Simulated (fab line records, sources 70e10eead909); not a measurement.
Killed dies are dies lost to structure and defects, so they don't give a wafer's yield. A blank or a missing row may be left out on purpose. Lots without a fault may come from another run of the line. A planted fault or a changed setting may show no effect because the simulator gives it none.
A struck lot beside a sound one | flow nand_harc | 27 steps out of a route of 1159
Sound: wafers L970.3, L970.4, L970.6. Struck: wafers L965.2, L965.4, L965.5. The cause comes at the end.
At each step with rows: each side's tool, then ch and its chambers, then its first start. Under that, the readings that differ: sound wafers | struck wafers | difference of the means | sigmas: that difference in standard deviations of wafers without a fault.
alike: readings whose means differ by less than 2 such deviations, and words and numbers that are the same on both sides. not compared: withheld readings, readings that some wafer has no value for, bounds like >300 that may hide the same value, and numbers for which the record gives no deviation and whose values overlap.
The two part at a step that has a row with sigmas, a row that says differs or no value, or rows on one side only. Numbers that don't overlap but have no deviation are shown without sigmas and don't part them. A reading that every wafer of one side lacks parts them only if that side has two wafers or more.

NHARC_P_ZERO_WELL_INSPECT_43:
  sound on defect_inspect-02, day 5 13:20; struck on defect_inspect-01, day 4 07:34
  alike: raw_defect_count
then, 11 steps without rows for these wafers: NHARC_P_STI_ETCH_26 (etches SiO2 in dHF, target depth 11 nm); NHARC_P_STI_PRECLEAN_27 (cleans in SC1); NHARC_P_STI_SRD_28; NHARC_P_STI_OXIDE_29 (material SiO2, target thk 10 nm, ox time 1362 s); NHARC_P_STI_HM_DEP_30 (deposits Si3N4, target thk 80 nm, time 873 s); NHARC_P_STI_DEHYDRATE_01 (time 120 s); NHARC_P_STI_HMDS_02 (time 30 s); NHARC_P_STI_COAT_41 (time 65 s); NHARC_P_STI_COAT_03 (resist thk 600 nm); NHARC_P_STI_SOFTBAKE_04 (time 70 s); NHARC_P_STI_EBR_05.
NHARC_P_STI_EXPOSE_06: exposes mask P STI, target cd 200 nm.
  sound on krf_scanner-03 ch 0, day 6 04:37; struck on krf_scanner-01 ch 0, day 4 22:50
  reading | sound                   | struck                           | difference | sigmas
  mask    | P_STI#0 P_STI#0 P_STI#0 | P_STI_R1#0 P_STI_R1#0 P_STI_R1#0 | differs    |
  alike: focus_offset_nm
then, 2 steps without rows for these wafers: NHARC_P_STI_PEB_07 (peb time 80 s); NHARC_P_STI_DEVELOP_08 (time 50 s).
NHARC_P_STI_CD_MEAS_09: target cd 200 nm.
  sound on cd_sem-03 ch 0, day 6 04:46; struck on cd_sem-03 ch 0, day 4 22:59
  reading    | sound             | struck            | difference | sigmas
  cd_nm (nm) | 198.2 202.5 200.6 | 209.8 218.2 217.7 | +14.8      | +5
NHARC_P_STI_OVL_MEAS_10:
  sound on overlay-02, day 6 04:51; struck on overlay-01, day 4 23:04
  alike: overlay_x_nm, overlay_y_nm
NHARC_P_STI_INSPECT_11:
  sound on defect_inspect-01, day 6 04:53; struck on defect_inspect-01, day 4 23:07
  alike: raw_defect_count
then, 1 step without rows for these wafers: NHARC_P_STI_HARDBAKE_13 (time 65 s).
NHARC_P_STI_DESCUM_14: chemistry O2, time 3 s.
  sound on rie_diel-02 ch 0,1,3, day 6 05:01; struck on rie_diel-03 ch 1,2,3, day 4 23:16
  reading                | sound             | struck            | difference | sigmas
  model.P_STI.cd_nm (nm) | 198.4 202.2 201.3 | 209.7 217.8 218.2 | +14.6      |
  alike: drypump_motor_current_A, oes_product_au, rf_vpp_V, showerhead_plenum_p_Torr, throttle_valve_pct
  not compared: rf_hours_counter_h
NHARC_P_STI_ETCH_42: etches the open film in N2/H2, target depth 80 nm, overetch 24 nm, time 61 s.
  sound on rie_diel-02 ch 0,2,3, day 6 05:07; struck on rie_diel-03 ch 0,1,3, day 4 23:20
  alike: drypump_motor_current_A, oes_product_au, rf_vpp_V, showerhead_plenum_p_Torr, throttle_valve_pct
  not compared: rf_hours_counter_h
NHARC_P_STI_ETCH_31: etches the open film in CF4/CHF3, target depth 108.9 nm, time 54.5 s.
  sound on rie_diel-02 ch 1,2; struck on rie_diel-03 ch 0,2,3
  alike: drypump_motor_current_A, oes_product_au, rf_vpp_V, showerhead_plenum_p_Torr, throttle_valve_pct
  not compared: rf_hours_counter_h
NHARC_P_STI_ETCH_15: etches the open film in HBr/Cl2, target depth 300 nm, time 100.1 s.
  sound on rie_si-02 ch 0,1,2, day 6 05:19; struck on rie_si-02 ch 1,2,3, day 4 23:33
  reading                | sound           | struck          | difference | sigmas
  model.P_STI.cd_nm (nm) | 198 204.4 201.3 | 210 217.8 218.4 | +14        |
  alike: drypump_motor_current_A, oes_product_au, throttle_valve_pct
  not compared: rf_hours_counter_h
NHARC_P_STI_CD_MEAS_16:
  sound on cd_sem-01, day 6 05:28; struck on cd_sem-02, day 4 23:41
  reading    | sound       | struck      | difference | sigmas
  cd_nm (nm) | 198 204 201 | 210 218 218 | +14        | +4
NHARC_P_STI_OCD_MEAS_17:
  sound on ocd-02, day 6 05:33; struck on ocd-01, day 4 23:47
  reading                | sound             | struck            | difference | sigmas
  trench_foot_cd_nm (nm) | 155.9 162.0 158.2 | 167.5 176.1 175.6 | +14.4      | +5
  alike: trench_depth_nm
then, 1 step without rows for these wafers: NHARC_P_STI_STRIP_19 (strips in SPM, time 900 s).
-- the record jumps here: 20 days lie between the struck wafers' starts before and after (it left off in module P_STI and takes up again in module END, whose first step shown is number 1159 of the route) --
NHARC_END_SORT_01:
  sound on prober-02 ch 0, day 25 20:18; struck on prober-02 ch 0, day 24 20:03
  alike: killed_at_array, killed_at_other, killed_at_periphery, killed_dies, killed_open, killed_short

WHERE THEY PART
First at NHARC_P_STI_EXPOSE_06; last, within this record, at NHARC_P_STI_OCD_MEAS_17. Later steps at which nothing parts them and some readings are alike: NHARC_END_SORT_01.

WHY: what the simulator had put in
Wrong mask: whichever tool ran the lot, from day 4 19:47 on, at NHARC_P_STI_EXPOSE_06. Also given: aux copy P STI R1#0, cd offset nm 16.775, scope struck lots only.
